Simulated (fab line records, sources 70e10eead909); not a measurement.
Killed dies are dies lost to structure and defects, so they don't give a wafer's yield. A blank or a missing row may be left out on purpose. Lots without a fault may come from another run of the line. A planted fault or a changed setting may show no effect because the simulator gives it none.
Problem report in the 8D (eight disciplines) form, filled by code | flow nand_harc | the parts of the form that need people (team, actions taken, sign-off) are left out

1. THE PROBLEM
raw_defect_count at NHARC_A_CHANNEL_HOLE_D1_INSPECT_40 reads a mean of 439 on 6 wafers of 2 lots; wafers without a fault read 58 with a standard deviation of 14. That is +27 standard deviations from the usual mean.
First seen on wafer L358.2, day 12 01:28, on defect_inspect-02. The record holds 36 wafers of 12 lots with a number at this step. Rule for "out", or "out of limits": more than 4 standard deviations from the usual mean. The other wafers with a number count as sound.

2. WHAT IT IS AND WHAT IT IS NOT
question                    | is                     | is not
which readings at this step | raw_defect_count       | -
which lots                  | L358, L360             | L345, L346, L347, L348, L349, L350, L364, L366, L367, L368
which wafers of those lots  | all that have a number | -
read on which gauges        | defect_inspect-02      | defect_inspect-01
when                        | from day 12 01:28      | up to then (18 sound wafers); but 12 sound wafers of L364, L366, L367, L368 came after

3. SUSPECTS, AND WHAT RULES EACH OUT
Counting: a tool at a process step up to the reading stays a suspect if it ran every lot that is out and no sound lot after the first of them.
- the gauge at NHARC_A_CHANNEL_HOLE_D1_INSPECT_40: ruled out. All the wafers that are out were read on defect_inspect-02, but those of them that NHARC_END_SORT_01 has rows for are out there too, on other tools.
- har_etch-01 at NHARC_A_CHANNEL_HOLE_D1_ETCH_19 (etches the open film in C4F8/O2/Ar, time 34.5 s): kept. It ran every lot that is out, first L358 (day 11 19:44), and no sound lot after that; its last sound lot up to then is L350 (day 9 15:12).
- har_etch-01 at NHARC_A_CHANNEL_HOLE_D1_ETCH_24 (etches the open film in C4F8/O2/Ar, time 906.2 s, target depth 1500 nm): kept. It ran every lot that is out, first L358 (day 11 21:59), and no sound lot after that; its last sound lot up to then is L350 (day 9 17:20).
Left after counting: har_etch-01 at NHARC_A_CHANNEL_HOLE_D1_ETCH_19, har_etch-01 at NHARC_A_CHANNEL_HOLE_D1_ETCH_24.

4. THE CAUSE (what the simulator had put in)
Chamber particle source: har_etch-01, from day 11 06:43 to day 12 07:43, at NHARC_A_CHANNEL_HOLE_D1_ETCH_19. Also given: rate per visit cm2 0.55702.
Counting left 2 suspects, and this tool is among them.

5. THE CHAIN OF EFFECTS, in route order
Each row: a reading whose mean over the struck wafers that have a number lies more than 3 standard deviations from the usual. Only readings for which the record gives a usual standard deviation are gone through. hours: the time from each lot's start at the first step in this table that gives one to its start at this step, as a median over the lots. sigmas: the change in usual standard deviations.
hours | step                               | reading          | usual | on struck wafers | change | sigmas
0     | NHARC_A_CHANNEL_HOLE_D1_INSPECT_40 | raw_defect_count | 58    | 439              | +381   | +27
247   | NHARC_END_SORT_01                  | killed_at_array  | 29    | 100              | +70    | +6.4
247   | NHARC_END_SORT_01                  | killed_dies      | 33    | 102              | +70    | +6.3

6. WHAT WOULD HAVE CAUGHT IT SOONER
In this record the first reading out of limits at a measuring or inspecting step was taken at day 12 01:28, 19 hours after the fault began at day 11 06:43.
Of the tool readings at NHARC_A_CHANNEL_HOLE_D1_ETCH_19 for which the record gives a usual standard deviation, none was out on any struck wafer, so an alarm limit of 4 standard deviations on them would not have fired.
Of the lots that are out (2), L360 began NHARC_A_CHANNEL_HOLE_D1_ETCH_19 on har_etch-01 after day 12 01:28. A hold on the tool at that time would have spared it.
